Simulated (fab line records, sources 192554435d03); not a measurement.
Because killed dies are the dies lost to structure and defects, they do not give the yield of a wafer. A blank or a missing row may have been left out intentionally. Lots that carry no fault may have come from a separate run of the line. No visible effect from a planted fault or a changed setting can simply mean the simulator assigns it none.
Split-lot study :: flow n5 finfet :: 21 wafers read across 7 lots, on a route 1938 steps long

== ON THE SPLIT ==
At N5_BEOL_M2_ETCH_70 (etches SOC in N2/H2, target depth 80 nm, overetch 24 nm, time 130 s), the setting time s was moved away from the recipe's 130 s on 5 of the 21 wafers read, by -9.0% to +18.6%. All remaining wafers had this setting at the recipe value.

The reading comes from the split's own step.

== THE READING ==
SiARC_of_BEOL_M2_COAT_68.thk nm (the simulator's own value, which no gauge read), in nm, at N5_BEOL_M2_ETCH_70 (etches SOC in N2/H2, target depth 80 nm, overetch 24 nm, time 130 s). The file does not state a usual value for it. Average 5.8 nm, standard deviation 0.11 nm, over the 16 wafers here run with the recipe.

wafer: L074.1
tool, chamber at the split: rie diel-01, 3
time s as run, s: 130
against the recipe: recipe
SiARC_of_BEOL_M2_COAT_68.thk nm, nm: 5.8
against lot-mates on the recipe: -

wafer: L074.5
tool, chamber at the split: rie diel-01, 3
time s as run, s: 130
against the recipe: recipe
SiARC_of_BEOL_M2_COAT_68.thk nm, nm: 5.8
against lot-mates on the recipe: -

wafer: L074.2
tool, chamber at the split: rie diel-01, 1
time s as run, s: 130
against the recipe: recipe
SiARC_of_BEOL_M2_COAT_68.thk nm, nm: 6
against lot-mates on the recipe: -

wafer: L077.4
tool, chamber at the split: rie diel-04, 0,2
time s as run, s: 130
against the recipe: recipe
SiARC_of_BEOL_M2_COAT_68.thk nm, nm: 6
against lot-mates on the recipe: -

wafer: L077.6
tool, chamber at the split: rie diel-04, 0,2
time s as run, s: 130
against the recipe: recipe
SiARC_of_BEOL_M2_COAT_68.thk nm, nm: 6
against lot-mates on the recipe: -

wafer: L077.5
tool, chamber at the split: rie diel-04, 3
time s as run, s: 130
against the recipe: recipe
SiARC_of_BEOL_M2_COAT_68.thk nm, nm: 5.8
against lot-mates on the recipe: -

wafer: L076.3
tool, chamber at the split: rie diel-05, 1
time s as run, s: 130
against the recipe: recipe
SiARC_of_BEOL_M2_COAT_68.thk nm, nm: 6
against lot-mates on the recipe: -

wafer: L076.4
tool, chamber at the split: rie diel-05, 0
time s as run, s: 121.7
against the recipe: -6.4%
SiARC_of_BEOL_M2_COAT_68.thk nm, nm: 6.4
against lot-mates on the recipe: +0.5

wafer: L076.6
tool, chamber at the split: rie diel-05, 3
time s as run, s: 130
against the recipe: recipe
SiARC_of_BEOL_M2_COAT_68.thk nm, nm: 5.8
against lot-mates on the recipe: -

wafer: L078.2
tool, chamber at the split: rie diel-01, 3,0
time s as run, s: 130
against the recipe: recipe
SiARC_of_BEOL_M2_COAT_68.thk nm, nm: 5.8
against lot-mates on the recipe: -

wafer: L078.6
tool, chamber at the split: rie diel-01, 3,0
time s as run, s: 130
against the recipe: recipe
SiARC_of_BEOL_M2_COAT_68.thk nm, nm: 5.8
against lot-mates on the recipe: -

wafer: L078.3
tool, chamber at the split: rie diel-01, 0
time s as run, s: 118.3
against the recipe: -9.0%
SiARC_of_BEOL_M2_COAT_68.thk nm, nm: 6.2
against lot-mates on the recipe: +0.4

wafer: L086.1
tool, chamber at the split: rie diel-01, 1
time s as run, s: 154.2
against the recipe: +18.6%
SiARC_of_BEOL_M2_COAT_68.thk nm, nm: 4.8
against lot-mates on the recipe: -1.0

wafer: L086.2
tool, chamber at the split: rie diel-01, 0
time s as run, s: 154.2
against the recipe: +18.6%
SiARC_of_BEOL_M2_COAT_68.thk nm, nm: 4.6
against lot-mates on the recipe: -1.2

wafer: L086.3
tool, chamber at the split: rie diel-01, 3
time s as run, s: 130
against the recipe: recipe
SiARC_of_BEOL_M2_COAT_68.thk nm, nm: 5.8
against lot-mates on the recipe: -

wafer: L087.2
tool, chamber at the split: rie diel-04, 3
time s as run, s: 130
against the recipe: recipe
SiARC_of_BEOL_M2_COAT_68.thk nm, nm: 5.8
against lot-mates on the recipe: -

wafer: L087.5
tool, chamber at the split: rie diel-04, 2
time s as run, s: 147.3
against the recipe: +13.3%
SiARC_of_BEOL_M2_COAT_68.thk nm, nm: 5.2
against lot-mates on the recipe: -0.5

wafer: L087.6
tool, chamber at the split: rie diel-04, 1
time s as run, s: 130
against the recipe: recipe
SiARC_of_BEOL_M2_COAT_68.thk nm, nm: 5.6
against lot-mates on the recipe: -

wafer: L091.2
tool, chamber at the split: rie diel-04, 0
time s as run, s: 130
against the recipe: recipe
SiARC_of_BEOL_M2_COAT_68.thk nm, nm: 6
against lot-mates on the recipe: -

wafer: L091.3
tool, chamber at the split: rie diel-04, 1,3
time s as run, s: 130
against the recipe: recipe
SiARC_of_BEOL_M2_COAT_68.thk nm, nm: 5.8
against lot-mates on the recipe: -

wafer: L091.4
tool, chamber at the split: rie diel-04, 1,3
time s as run, s: 130
against the recipe: recipe
SiARC_of_BEOL_M2_COAT_68.thk nm, nm: 5.8
against lot-mates on the recipe: -
Rows listing several chambers each stand for several wafers; the file does not say which wafer went through which chamber.

THE FIT
A straight line over all 21 wafers: SiARC_of_BEOL_M2_COAT_68.thk nm changes by -0.0586 nm for each +1% of time s; r = -0.96; the points scatter about the line by 0.13 nm.
The same after taking each lot's own level away (the mean of its wafers on the recipe; 21 wafers): -0.0551 nm for each +1%; r = -0.96; scatter 0.11 nm.
That fit puts the effect of the largest move of time s on the reading at 1 nm.
The span of the lots' own levels, 5.70 to 5.93 nm, comes to 2.1 times the standard deviation stated above.
Hence the lot-to-lot level has little effect on the slope; both slopes agree.
Check: for one of the wafers moved furthest among these (+18.6%), held out of the fit, the line's prediction against its lot-mates is -1.03 nm. Against them it came out at -1 nm.

== OTHER SPLITS ON THESE WAFERS ==
These wafers also went through other splits before the reading. Each is held against what the fit with the lots' levels taken away leaves over:
other split on the same wafers: N5_BEOL_M0_SAQP_COAT_81 spin rpm
wafers away from the commonest value: 8
r with SiARC_of_BEOL_M2_COAT_68.thk nm (lot level and that fit taken away): -0.33

other split on the same wafers: N5_BEOL_M0_ETCH_128 source w
wafers away from the commonest value: 8
r with SiARC_of_BEOL_M2_COAT_68.thk nm (lot level and that fit taken away): -0.16

other split on the same wafers: N5_BEOL_M0_TRENCH_ETCH_107 target depth a
wafers away from the commonest value: 7
r with SiARC_of_BEOL_M2_COAT_68.thk nm (lot level and that fit taken away): -0.11

other split on the same wafers: N5_BEOL_M1_ETCH_70 time s
wafers away from the commonest value: 9
r with SiARC_of_BEOL_M2_COAT_68.thk nm (lot level and that fit taken away): +0.00

other split on the same wafers: N5_BEOL_M1_TRENCH_ETCH_37 source w
wafers away from the commonest value: 6
r with SiARC_of_BEOL_M2_COAT_68.thk nm (lot level and that fit taken away): -0.24

other split on the same wafers: N5_BEOL_M2_EXPOSE_08 dose mj
wafers away from the commonest value: 8
r with SiARC_of_BEOL_M2_COAT_68.thk nm (lot level and that fit taken away): -0.20

== THE FILE'S OWN FIT ==
SiARC_of_BEOL_M2_COAT_68.thk nm changes by -0.0526 nm for each +1% of time s, r = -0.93.
